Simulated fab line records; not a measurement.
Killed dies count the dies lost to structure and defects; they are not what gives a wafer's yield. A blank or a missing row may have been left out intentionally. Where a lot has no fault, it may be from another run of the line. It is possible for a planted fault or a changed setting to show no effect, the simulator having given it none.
Which tool did it?	flow n5Finfet	33 wafers from 11 lots sampled at 5 of the route's 1938 steps

== WHAT THE GAUGES SHOWED, per wafer ==
N5_FIN_SAQP_INSPECT_40: inspects for defects (brightfield).
lot	measured	on	rawDefectCount
L075	day 2 08:16	defectInspect-02	209 201 191
L077	day 2 21:55	defectInspect-02	238 236 167
L079	day 3 08:29	defectInspect-01	291 281 302
L081	day 3 20:16	defectInspect-02	169 190 165
L084	day 4 13:36	defectInspect-02	179 160 198
L086	day 5 02:15	defectInspect-02	209 189 142
L089	day 5 20:05	defectInspect-02	210 198 273
L091	day 6 09:20	defectInspect-02	301 236 211
L093	day 6 19:56	defectInspect-01	190 256 248
L095	day 7 08:58	defectInspect-01	177 171 293
L097	day 7 20:45	defectInspect-02	246 169 241

== WHAT TOOL EACH LOT RAN ON (gives the tool, then ch and the chambers of the sampled wafers, and finally the start) ==
lot	N5_PMOS_HMC_CHANNEL_EPI_FIN_RECESS_16	N5_FIN_SAQP_DENSIFY_62	N5_FIN_SAQP_SPACER2_ETCHBACK_29	N5_FIN_SAQP_ETCH_34
L075	rieSi-03 ch 0,2,3, day 1 23:34	rtpAnneal-02 ch 0, day 2 02:24	rieDiel-06 ch 0,3, day 2 07:16	rieDiel-04 ch 0,2,3, day 2 07:47
L077	rieSi-06 ch 0,1,2, day 2 12:08	rtpAnneal-01 ch 0, day 2 15:15	rieDiel-06 ch 0,2, day 2 21:01	rieDiel-04 ch 1,2,3, day 2 21:28
L079	rieSi-03 ch 0,1,3, day 3 00:18	rtpAnneal-01 ch 0, day 3 03:00	rieDiel-06 ch 0,1,2, day 3 07:43	rieDiel-05 ch 1,2,3, day 3 08:01
L081	rieSi-05 ch 0,3, day 3 11:53	rtpAnneal-01 ch 0, day 3 14:31	rieDiel-04 ch 0,2,3, day 3 19:28	rieDiel-06 ch 0,1,3, day 3 19:49
L084	rieSi-05 ch 0,1,2, day 4 05:47	rtpAnneal-02 ch 0, day 4 08:24	rieDiel-05 ch 1,2,3, day 4 12:49	rieDiel-04 ch 1,2,3, day 4 13:08
L086	rieSi-06 ch 0,1,2, day 4 17:41	rtpAnneal-02 ch 0, day 4 20:23	rieDiel-04 ch 0,2, day 5 01:21	rieDiel-05 ch 0,1,3, day 5 01:47
L089	rieSi-03 ch 0,2, day 5 11:54	rtpAnneal-01 ch 0, day 5 14:31	rieDiel-05 ch 1,3, day 5 19:19	rieDiel-05 ch 0,1, day 5 19:37
L091	rieSi-06 ch 0,1, day 6 00:32	rtpAnneal-02 ch 0, day 6 03:33	rieDiel-05 ch 0,3, day 6 08:34	rieDiel-06 ch 1,3, day 6 08:52
L093	rieSi-06 ch 0,1,2, day 6 12:01	rtpAnneal-02 ch 0, day 6 14:41	rieDiel-06 ch 1,2,3, day 6 19:09	rieDiel-05 ch 0,3, day 6 19:28
L095	rieSi-03 ch 0,1, day 6 23:38	rtpAnneal-02 ch 0, day 7 02:24	rieDiel-04 ch 1,2,3, day 7 08:11	rieDiel-06 ch 0,3, day 7 08:31
L097	rieSi-03 ch 0,1,3, day 7 12:21	rtpAnneal-02 ch 0, day 7 15:09	rieDiel-06 ch 0,3, day 7 19:55	rieDiel-04 ch 0,1,3, day 7 20:16
- N5_PMOS_HMC_CHANNEL_EPI_FIN_RECESS_16: chemistry HBr/Cl2, target Si, target depth 54 nm, time 18 s.
- N5_FIN_SAQP_DENSIFY_62: time 60 s.
- N5_FIN_SAQP_SPACER2_ETCHBACK_29: etches SiO2 in CHF3/O2, target depth 12.2 nm, time 6.1 s.
- N5_FIN_SAQP_ETCH_34: etches SiO2 in C4F6/O2, target depth 45 nm, time 15 s.

== THE ANSWER, worked out from the rows above alone ==
Rule: the lots themselves supply what counts as usual. The widest of any qualifying gaps counts: lots, ordered by their means at a reading, are off when they make up no more than a third of the lots, leave a main group of 4 or more, and stand apart from it by 3 or more times the standard deviation of that group's means. The tables above print the reading to a certain number of digits; a main group whose means all agree to those digits is not used. Also off: a lot with no number at a reading for which 4 or more lots have one. Where the step has rows for the other lots, those lots are counted as sound.
Across all readings shown, no lot is off: no conclusion can be drawn from this.

== WHAT HAD BEEN PUT IN BY THE SIMULATOR ==
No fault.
